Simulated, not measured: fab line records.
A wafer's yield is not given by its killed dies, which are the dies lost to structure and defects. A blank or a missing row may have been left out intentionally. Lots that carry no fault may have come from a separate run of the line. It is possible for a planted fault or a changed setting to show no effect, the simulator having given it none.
One fault through the eyes of 3 desks    flow nand_harc    every desk sees just its own numbers, and what lay behind them comes last

FOR THE TOOL OWNER'S DESK: pecvd_onon-03
The tool's own readings at NHARC_A_ONON_D2_DEP_28 (target thk 1000 nm): means of the sampled wafers that have a number, for each lot that ran on this tool. Any lot whose mean is over 4 standard deviations away from the usual mean is out of limits and marked OUT; that distance is given in the brackets.
Columns: A = nh3_flow_sccm at NHARC_A_ONON_D2_DEP_28, usual 500.0 sccm; B = sih4_flow_sccm at NHARC_A_ONON_D2_DEP_28, usual 209.8 sccm
lot   first seen here  A      B
L833  day 13 00:49     499.3  209.7
L838  day 14 22:49     500.6  210.8
L842  day 17 00:14     498.6  209.9
L850  day 20 05:53     500.2  210.0
L852  day 20 06:18     500.0  210.7
Finding of this desk: none of the 5 lots has anything out of limits.

THE DEFECT DESK
What the inspections along the route counted, lot by lot: means of the sampled wafers that have a number. Any lot whose mean is over 4 standard deviations away from the usual mean is out of limits and marked OUT; that distance is given in the brackets.
Columns: A = raw_defect_count at NHARC_A_DECK1_JOINT_INSPECT_05, usual 320
lot   first seen here  A
L833  day 12 12:48     188
L836  day 13 10:40     326
L837  day 13 17:37     543
L838  day 14 10:23     338
L841  day 15 20:16     283
L842  day 16 12:17     356
L847  day 18 16:47     445
L850  day 19 17:51     353
L852  day 19 20:27     263
L854  day 21 15:55     204
L855  day 22 00:23     323
L856  day 22 04:29     385
Finding of this desk: none of the 12 lots has anything out of limits.

THE METROLOGY DESK
What the gauges read, lot by lot, whatever tool the lot ran on: means of the sampled wafers that have a number. Any lot whose mean is over 4 standard deviations away from the usual mean is out of limits and marked OUT; that distance is given in the brackets.
Columns: A = thk_nm at NHARC_A_ONON_D2_THK_MEAS_30, usual 1002 nm
lot   first seen here  A
L833  day 13 01:17     1004
L836  day 14 01:58     994
L837  day 14 06:07     1011
L838  day 14 23:16     990
L841  day 16 09:05     1011
L842  day 17 00:44     1010
L847  day 19 05:37     998
L850  day 20 06:23     1594 (+70) OUT
L852  day 20 06:45     1609 (+71) OUT
L854  day 22 04:44     1006
L855  day 22 15:26     1001
L856  day 22 15:26     985
This desk finds L850, L852 out of limits, L850 being first, at day 20 06:23 (thk_nm at NHARC_A_ONON_D2_THK_MEAS_30). L833, L836, L837, L838, L841, L842, L847, L854, L855, L856: within limits.

BROUGHT TOGETHER
At day 20 06:23 the metrology desk could have sounded an alarm, on L850, L852.
The tool owner's desk saw nothing out of limits.
Nothing the defect desk looked at was out of limits.
On record at the tool owner's desk: L850, L852, within its limits.
The defect desk has L850, L852 on record, within its limits.
On pecvd_onon-03, each named lot ran NHARC_A_ONON_D2_DEP_28.

WHAT THE SIMULATOR PUT IN
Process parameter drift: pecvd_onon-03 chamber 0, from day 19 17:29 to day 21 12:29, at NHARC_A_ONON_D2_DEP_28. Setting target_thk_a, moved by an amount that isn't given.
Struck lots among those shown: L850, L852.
Hours from the fault's start to each desk's first reading out of limits: the metrology desk, 13.
